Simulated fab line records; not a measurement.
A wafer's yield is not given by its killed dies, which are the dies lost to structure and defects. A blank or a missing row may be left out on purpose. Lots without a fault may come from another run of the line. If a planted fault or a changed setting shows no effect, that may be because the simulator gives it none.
Chamber matching ; flow nand harc ; 4 sister chambers for NHARC_P_STI_DESCUM_14 on rie diel-04
The step chemistry O2, time 3 s. 33 wafers are shown with their chamber, then 12 later ones without.

WAFERS, EACH WITH ITS CHAMBER
wafer;chamber;showerhead plenum p Torr (Torr);drypump motor current A (A);oes product au (a.u.)
L075.1;0;1.92;5.5;0.973
L075.2;3;1.78;5.5;1.000
L075.5;1;1.91;5.3;1.008
L077.4;2;2.05;6.3;1.029
L077.5;3;1.78;5.5;1.008
L077.6;2;2.05;6.3;1.019
L078.1;0;1.92;5.5;0.973
L078.2;1;1.91;5.2;1.003
L078.5;1;1.91;5.3;1.005
L078.3;3;1.78;5.5;1.018
L078.4;0;1.92;5.5;0.985
L078.6;3;1.78;5.5;1.013
L079.2;2;2.05;6.3;1.021
L079.3;1;1.91;5.2;1.001
L079.6;1;1.91;5.2;0.995
L081.1;2;2.05;6.3;1.020
L081.3;0;1.92;5.5;0.981
L081.5;1;1.91;5.2;1.007
L083.1;1;1.91;5.3;1.011
L083.4;3;1.78;5.5;1.008
L083.6;3;1.78;5.5;1.019
L083.2;0;1.91;5.5;0.972
L083.3;2;2.05;6.2;1.028
L083.5;0;1.91;5.5;0.980
L086.2;2;2.04;6.2;1.028
L086.4;3;1.78;5.5;1.010
L086.5;2;2.05;6.2;1.020
L086.1;1;1.91;5.3;1.002
L086.3;0;1.91;5.5;0.973
L086.6;3;1.78;5.5;1.013
L087.2;1;1.91;5.3;1.013
L087.3;3;1.78;5.5;1.015
L087.5;2;2.04;6.3;1.026

SIGNATURES (averages over the wafers above)
reading;chamber 0;chamber 1;chamber 2;chamber 3;scatter within a chamber
showerhead plenum p Torr;1.9157;1.9100;2.0475;1.7800;0.00333
drypump motor current A;5.500;5.256;6.263;5.500;0.0376
oes product au;0.97671;1.00500;1.02387;1.01156;0.00527
Rule: for each reading, subtract the chamber's mean from the wafer's reading, divide by that reading's scatter and square the result; add these up over the readings and take the root, which gives the wafer's distance from the chamber. The wafer belongs to the nearest chamber; if the next one is less than 2 further off, it can't be placed. The scatter: take each reading less its chamber's mean, square it, sum over the shown wafers, divide by the number of wafers less the number of chambers, and take the root.

WAFERS WITHOUT THEIR CHAMBER
wafer;showerhead plenum p Torr (Torr);drypump motor current A (A);oes product au (a.u.)
L089.2;1.91;5.5;0.998
L089.3;1.91;5.3;1.015
L089.4;2.04;6.3;1.018
L091.2;1.78;5.5;1.011
L091.5;1.78;5.5;0.998
L091.6;1.91;5.5;0.992
L091.1;1.91;5.2;0.999
L091.3;1.91;5.5;0.997
L091.4;2.04;6.3;1.013
L093.1;1.91;5.2;1.011
L093.5;2.04;6.2;1.013
L093.6;1.78;5.5;1.014

WHICH CHAMBER EACH ONE RAN IN
wafer;from the rows above;in truth
L089.2;0;0
L089.3;1;1
L089.4;2;2
L091.2;3;3
L091.5;3;3
L091.6;0;0
L091.1;1;1
L091.3;0;0
L091.4;2;2
L093.1;1;1
L093.5;2;2
L093.6;3;3
12 of 12 placed correctly. Left unplaced by these rows: 0. Placed wrongly: 0.
